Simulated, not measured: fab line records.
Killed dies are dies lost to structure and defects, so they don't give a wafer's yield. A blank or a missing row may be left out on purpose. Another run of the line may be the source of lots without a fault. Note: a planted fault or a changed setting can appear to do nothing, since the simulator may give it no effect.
Split-lot study -- flow n5 finfet -- on a route of 1938 steps: 7 lots, 21 wafers read

== ON THE SPLIT ==
At N5_PASSIVATION_ETCH_15 (etches SiCN in CF4/N2, target depth 75 nm, time 81.2 s), the setting bias w was moved away from the recipe's 70 W on 5 of the 21 wafers read, by -16.5% to +17.0%. For the rest of the wafers, this setting stayed at what the recipe calls for.

Reading taken at the split's own step.

== THE READING ==
rf vpp V, in V, at N5_PASSIVATION_ETCH_15 (etches SiCN in CF4/N2, target depth 75 nm, time 81.2 s). Typical for fault-free wafers on this fab line: 382.5 V, with standard deviation 1.9 V.

wafer,"tool, chamber at the split","bias w as run, W",against the recipe,"rf vpp V, V",against lot-mates on the recipe
L081.3,"rie diel-01, 2",70,recipe,383.2,-
L081.4,"rie diel-01, 0",81.93,+17.0%,420.4,+37.2
L081.6,"rie diel-01, 0",81.93,+17.0%,420.6,+37.4
L083.2,"rie diel-06, 2",70,recipe,382.9,-
L083.4,"rie diel-06, 3",70,recipe,386.7,-
L083.6,"rie diel-06, 1",70,recipe,382.0,-
L087.2,"rie diel-01, 0",81.64,+16.6%,418.8,+35.4
L087.5,"rie diel-01, 2",70,recipe,383.3,-
L087.6,"rie diel-01, 3",70,recipe,383.5,-
L088.1,"rie diel-03, 3",70,recipe,379.1,-
L088.3,"rie diel-03, 1",70,recipe,384.1,-
L088.5,"rie diel-03, 0",70,recipe,379.8,-
L095.2,"rie diel-06, 3",58.44,-16.5%,343.6,-38.6
L095.3,"rie diel-06, 1",70,recipe,380.7,-
L095.4,"rie diel-06, 2",70,recipe,383.8,-
L097.3,"rie diel-03, 1",70,recipe,383.0,-
L097.5,"rie diel-03, 0",80.8,+15.4%,416.8,+34.9
L097.6,"rie diel-03, 3",70,recipe,380.7,-
L089.1,"rie diel-06, 2",70,recipe,383.1,-
L089.2,"rie diel-06, 1",70,recipe,382.0,-
L089.5,"rie diel-06, 0",70,recipe,383.7,-

THE FIT
A straight line over all 21 wafers: rf vpp V changes by +2.25 V for each +1% of bias w; r = +1.00; the points scatter about the line by 1.7 V.
The same after taking each lot's own level away (the mean of its wafers on the recipe; 21 wafers): +2.23 V for each +1%; r = +1.00; scatter 1.5 V.
On that fit, the largest move of bias w shifts the reading by 38 V.
The lots' own levels span 381.00 to 383.87 V, that is 1.5 times the standard deviation above.
The two slopes are in agreement: the lot-to-lot level therefore moves the slope only a little.
Check: with one of the wafers moved furthest among these (+17.0%) left out of the fit, the line predicts +37.9 V for it against its lot-mates. Against them it came out at +37.2 V.
Tool readings at the split's step, against how far the setting was moved: rf vpp V r = +1.00.

== THE OTHER SPLITS THESE WAFERS WENT THROUGH ==
Note: prior to the reading, these wafers also went through further splits. Each is held against what the fit with the lots' levels taken away leaves over:
other split on the same wafers,wafers away from the commonest value,r with rf vpp V (lot level and that fit taken away)
N5_BEOL_M11_ETCH_66 time s,6,-0.04
N5_BEOL_M13_COAT_66 spin rpm,6,+0.37
N5_BEOL_M14_TRENCH_ETCH_34 bias w,9,+0.08
N5_BEOL_M15_SPUTTER_43 time s,4,+0.21
N5_PASSIVATION_VIA_ETCH_13 bias w,9,-0.04

== THE WHOLE CHAIN: every reading that the file lists as answering this split, in the file's order ==
step,what it does,reading,change (the file's fit),r (the file's)
N5_PASSIVATION_ETCH_15,"etches SiCN in CF4/N2, target depth 75 nm, time 81.2 s",rf vpp V,+2.23 V for each +1% of the setting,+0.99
N5_PASSIVATION_ETCH_15,"etches SiCN in CF4/N2, target depth 75 nm, time 81.2 s","etch.depth nm (the simulator's own value, which no gauge read)",+0.246 nm for each +1% of the setting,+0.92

== THE FILE'S OWN FIT ==
rf vpp V changes by +2.23 V for each +1% of bias w, r = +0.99.
